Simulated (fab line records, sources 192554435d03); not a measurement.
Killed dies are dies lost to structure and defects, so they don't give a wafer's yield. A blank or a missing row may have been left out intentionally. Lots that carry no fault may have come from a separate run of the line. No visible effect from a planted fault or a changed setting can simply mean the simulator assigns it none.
Which tool is to blame? | flow n5-finfet | 9 lots with 26 wafers sampled at 6 steps, on a route of 1938 steps

== WHAT THE GAUGES SHOWED, per wafer ==
N5_BEOL_M4_RC_MEAS_101. Usual: DIBL_N 36.4 mV/V, standard deviation 1.6; DIBL_P 36.2 mV/V, standard deviation 1.8; IOFF_N 0.159 nA/um, standard deviation 0.029; IOFF_P 0.21 nA/um, standard deviation 0.034; ION_N 670 uA/um, standard deviation 12; ION_P 459 uA/um, standard deviation 8.2; SS_N 71.5 mV/dec, standard deviation 0.59; SS_P 73.2 mV/dec, standard deviation 0.54; VT_N 250 mV, standard deviation 3.3; VT_P -250 mV, standard deviation 3.7.
lot  | measured     | on        | DIBL_N (mV/V)  | DIBL_P (mV/V)  | IOFF_N (nA/um)    | IOFF_P (nA/um) | ION_N (uA/um) | ION_P (uA/um) | SS_N (mV/dec)  | SS_P (mV/dec)  | VT_N (mV)   | VT_P (mV)      | flag
L933 | day 9 19:52  | prober-01 | 37.4 34.0 35.3 | 39.1 34.9 35.5 | 0.216 0.136 0.154 | 0.26 0.20 0.19 | 689 673 667   | 473 460 454   | 71.9 70.8 71.1 | 73.9 73.1 73.5 | 241 251 250 | -246 -253 -253 |
L936 | day 11 03:57 | prober-01 | 35.2 35.8 37.1 | 33.9 34.4 36.6 | 0.121 0.130 0.148 | 0.16 0.16 0.19 | 656 657 664   | 441 441 452   | 71.2 71.6 71.6 | 73.0 72.5 73.4 | 254 257 252 | -259 -258 -256 |
L938 | day 10 09:16 | prober-01 | 38.3 38.0 38.2 | 37.5 36.8 37.1 | 0.176 0.173 0.184 | 0.27 0.24 0.26 | 669 692 678   | 462 473 468   | 71.5 71.6 71.8 | 74.3 73.7 74.1 | 248 247 247 | -245 -248 -243 |
L939 | day 11 11:47 | prober-02 | 37.8 37.7 35.8 | 38.0 36.4 34.1 | 0.182 0.181 0.142 | 0.23 0.19 0.16 | 673 684 659   | 463 456 445   | 71.8 72.6 71.4 | 73.8 73.7 72.9 | 250 249 253 | -252 -254 -255 |
L947 | day 13 02:37 | prober-01 | 37.3 35.2      | 39.1 37.0      | 0.171 0.148       | 0.25 0.23      | 663 677       | 459 467       | 71.2 70.9      | 74.0 73.4      | 250 249     | -249 -246      |
L946 | day 13 05:35 | prober-01 | 36.0 34.9 36.2 | 35.5 33.7 38.1 | 0.161 0.129 0.158 | 0.20 0.17 0.23 | 663 654 675   | 454 449 464   | 71.7 71.8 72.1 | 72.9 72.5 73.4 | 253 257 253 | -254 -254 -251 |
L949 | day 13 16:05 | prober-02 | 39.1 38.5 39.0 | 37.3 36.3 38.0 | 0.199 0.188 0.196 | 0.22 0.21 0.25 | 683 695 679   | 460 470 462   | 71.9 71.4 71.4 | 73.5 73.1 73.4 | 247 245 245 | -250 -250 -246 |
L950 | day 13 23:15 | prober-02 | 35.5 38.6 36.9 | 34.9 39.7 37.1 | 0.113 0.190 0.152 | 0.14 0.20 0.16 | 649 673 675   | 443 453 455   | 71.2 72.2 71.9 | 72.3 73.7 72.9 | 257 250 251 | -262 -253 -258 |
L951 | day 14 19:29 | prober-01 | 36.1 37.3 33.1 | 37.1 39.1 34.9 | 0.157 0.196 0.117 | 0.22 0.26 0.19 | 657 689 652   | 458 472 460   | 71.7 71.7 70.8 | 73.4 73.6 72.5 | 253 247 253 | -250 -248 -250 |

== TOOL THAT RAN EACH LOT (tool first, then ch and the chambers of the sampled wafers, then the start) ==
lot  | N5_BEOL_M1_PECVD_72             | N5_BEOL_M1_SPUTTER_81        | N5_BEOL_M1_SPUTTER_88        | N5_BEOL_M1_CMP_52             | N5_BEOL_M1_CO_CAP_55
L933 | pecvd-04 ch 0,2, day 7 06:11    | pvd-sputter-01, day 7 12:08  | pvd-sputter-01, day 7 13:01  | cmp-02 ch 0,1, day 7 18:11    | cvd-co-02 ch 0,2, day 7 18:31
L936 | pecvd-04 ch 0,1,2, day 7 23:05  | pvd-sputter-02, day 8 10:47  | pvd-sputter-02, day 8 11:14  | cmp-02 ch 1,2,3, day 8 12:44  | cvd-co-01 ch 0,2, day 8 13:07
L938 | pecvd-04 ch 0,2, day 8 08:58    | pvd-sputter-01, day 8 18:32  | pvd-sputter-01, day 8 18:59  | cmp-01 ch 2,3, day 8 20:21    | cvd-co-01 ch 0,2, day 8 20:44
L939 | pecvd-04 ch 0,2, day 8 18:46    | pvd-sputter-01, day 9 10:27  | pvd-sputter-01, day 9 10:53  | cmp-01 ch 0,2, day 9 12:16    | cvd-co-01 ch 0,1,2, day 9 12:38
L947 | pecvd-04 ch 0, day 10 16:28     | pvd-sputter-02, day 11 01:10 | pvd-sputter-02, day 11 01:37 | cmp-01 ch 1,3, day 11 02:59   | cvd-co-02 ch 1, day 11 03:21
L946 | pecvd-04 ch 0,1,2, day 10 16:56 | pvd-sputter-02, day 11 04:12 | pvd-sputter-02, day 11 04:38 | cmp-02 ch 0,2,3, day 11 06:16 | cvd-co-01 ch 0,1,2, day 11 06:38
L949 | pecvd-03 ch 0,1, day 10 22:53   | pvd-sputter-02, day 11 09:02 | pvd-sputter-02, day 11 09:29 | cmp-04 ch 0,1,3, day 11 10:58 | cvd-co-01 ch 0,2, day 11 11:14
L950 | pecvd-02 ch 0,1,2, day 11 02:14 | pvd-sputter-01, day 11 07:37 | pvd-sputter-01, day 11 08:03 | cmp-01 ch 0,1,3, day 11 10:39 | cvd-co-02 ch 1,2, day 11 10:55
L951 | pecvd-02 ch 0,1,2, day 11 09:34 | pvd-sputter-03, day 11 17:22 | pvd-sputter-03, day 11 17:48 | cmp-02 ch 0,1,2, day 11 19:10 | cvd-co-01 ch 0,2, day 11 19:33
- N5_BEOL_M1_PECVD_72: deposits SiO2 from TEOS/O2, target thk 16 nm, time 18 s.
- N5_BEOL_M1_SPUTTER_81: material Cu, target thk 4.5 nm, time 8.29 s.
- N5_BEOL_M1_SPUTTER_88: material Cu, target thk 4.5 nm, time 8.29 s.
- N5_BEOL_M1_CMP_52: polishes, stops on SiOC, t overpolish 6.8 s, target thk 40 nm.
- N5_BEOL_M1_CO_CAP_55: material Co, precursor CCTBA/H2, target thk 2 nm, time 102.1 s.

== WHAT THE TOOLS THEMSELVES READ (means of the sampled wafers that have a number; where no wafer has one, the mark that the record gives instead) ==
N5_BEOL_M1_PECVD_72. Usual: heater-power-w 754 W, standard deviation 88; showerhead-plenum-p-Torr 8.79 Torr, standard deviation 0.071; throttle-valve-pct 22.3 %, standard deviation 1.1.
lot  | tool     | heater-power-w (W) | showerhead-plenum-p-Torr (Torr) | throttle-valve-pct (%) | flag
L933 | pecvd-04 | 804                | 8.82                            | 21.7                   |
L936 | pecvd-04 | 750                | 8.76                            | 21.8                   |
L938 | pecvd-04 | 774                | 8.82                            | 21.6                   |
L939 | pecvd-04 | 749                | 8.80                            | 21.7                   |
L947 | pecvd-04 | 853                | 8.86                            | 22.2                   |
L946 | pecvd-04 | 765                | 8.77                            | 21.8                   |
L949 | pecvd-03 | 829                | 8.72                            | 23.7                   |
L950 | pecvd-02 | 723                | 8.82                            | 22.5                   |
L951 | pecvd-02 | 750                | 8.79                            | 22.4                   |

N5_BEOL_M1_SPUTTER_81. Usual: chamber-pressure-pa 0.07004 Pa, standard deviation 0.00015; substrate-temp-c -20.01 C, standard deviation 0.11; throttle-valve-pct 30.1 %, standard deviation 0.74.
lot  | tool           | chamber-pressure-pa (Pa) | substrate-temp-c (C) | throttle-valve-pct (%) | flag
L933 | pvd-sputter-01 | 0.07016                  | -20.03               | 30.5                   |
L936 | pvd-sputter-02 | 0.07014                  | -19.98               | 30.1                   |
L938 | pvd-sputter-01 | 0.06994                  | -20.08               | 30.5                   |
L939 | pvd-sputter-01 | 0.07006                  | -19.99               | 30.1                   |
L947 | pvd-sputter-02 | 0.07010                  | -20.07               | 30.1                   |
L946 | pvd-sputter-02 | 0.07002                  | -20.13               | 29.9                   |
L949 | pvd-sputter-02 | 0.06992                  | -20.05               | 30.3                   |
L950 | pvd-sputter-01 | 0.06997                  | -19.98               | 30.6                   |
L951 | pvd-sputter-03 | 0.07001                  | -19.96               | 29.6                   |

N5_BEOL_M1_SPUTTER_88. Usual: chamber-pressure-pa 0.06999 Pa, standard deviation 0.00014; substrate-temp-c -20.00 C, standard deviation 0.11; throttle-valve-pct 30.1 %, standard deviation 0.73.
lot  | tool           | chamber-pressure-pa (Pa) | substrate-temp-c (C) | throttle-valve-pct (%) | flag
L933 | pvd-sputter-01 | 0.06990                  | -20.03               | 30.7                   |
L936 | pvd-sputter-02 | 0.07000                  | -19.96               | 30.1                   |
L938 | pvd-sputter-01 | 0.06996                  | -19.94               | 30.5                   |
L939 | pvd-sputter-01 | 0.06997                  | -19.93               | 30.2                   |
L947 | pvd-sputter-02 | 0.06982                  | -19.98               | 30.2                   |
L946 | pvd-sputter-02 | 0.06990                  | -20.00               | 29.7                   |
L949 | pvd-sputter-02 | 0.06986                  | -19.92               | 30.2                   |
L950 | pvd-sputter-01 | 0.06991                  | -20.08               | 30.5                   |
L951 | pvd-sputter-03 | 0.07002                  | -19.99               | 29.5                   |

N5_BEOL_M1_CMP_52. Usual: barrier-field-endpoint-s 24.6 s, standard deviation 0.68; clearing-platen-down-force-psi 1.4999 psi, standard deviation 0.0029; motor-current-A 6.0 A, standard deviation 0.73.
lot  | tool   | barrier-field-endpoint-s (s) | clearing-platen-down-force-psi (psi) | motor-current-A (A) | flag
L933 | cmp-02 | 24.5                         | 1.5004                               | 6.9                 |
L936 | cmp-02 | 24.8                         | 1.5015                               | 6.2                 |
L938 | cmp-01 | 25.6                         | 1.4985                               | 6.7                 |
L939 | cmp-01 | 24.7                         | 1.4993                               | 5.9                 |
L947 | cmp-01 | 22.6                         | 1.5018                               | 5.7                 |
L946 | cmp-02 | 23.6                         | 1.4993                               | 5.8                 |
L949 | cmp-04 | 24.9                         | 1.4990                               | 6.4                 |
L950 | cmp-01 | 24.8                         | 1.5001                               | 5.6                 |
L951 | cmp-02 | 24.0                         | 1.5004                               | 6.6                 |

N5_BEOL_M1_CO_CAP_55. Usual: heater-power-w 233 W, standard deviation 12.
lot  | tool      | heater-power-w (W) | flag
L933 | cvd-co-02 | 239                |
L936 | cvd-co-01 | 240                |
L938 | cvd-co-01 | 234                |
L939 | cvd-co-01 | 240                |
L947 | cvd-co-02 | 212                |
L946 | cvd-co-01 | 238                |
L949 | cvd-co-01 | 239                |
L950 | cvd-co-02 | 232                |
L951 | cvd-co-01 | 240                |

== THE ANSWER, worked out from the rows above alone ==
Rule: a lot counts as off when the mean over its wafers that have a number is more than 3 standard deviations away from the usual mean. A lot without any number at a reading at which 4 lots or more have one is off too. All remaining lots with rows at the step are treated as sound. First the gauges in route order, then the tools' own readings, where a lot's mean is used as printed above. The first step at which some lot is off is used, and at that step the reading that is off furthest; a lot without a number counts as furthest.
None of the lots is off at any reading shown; this tells nothing.

== WHAT HAD BEEN PUT IN BY THE SIMULATOR ==
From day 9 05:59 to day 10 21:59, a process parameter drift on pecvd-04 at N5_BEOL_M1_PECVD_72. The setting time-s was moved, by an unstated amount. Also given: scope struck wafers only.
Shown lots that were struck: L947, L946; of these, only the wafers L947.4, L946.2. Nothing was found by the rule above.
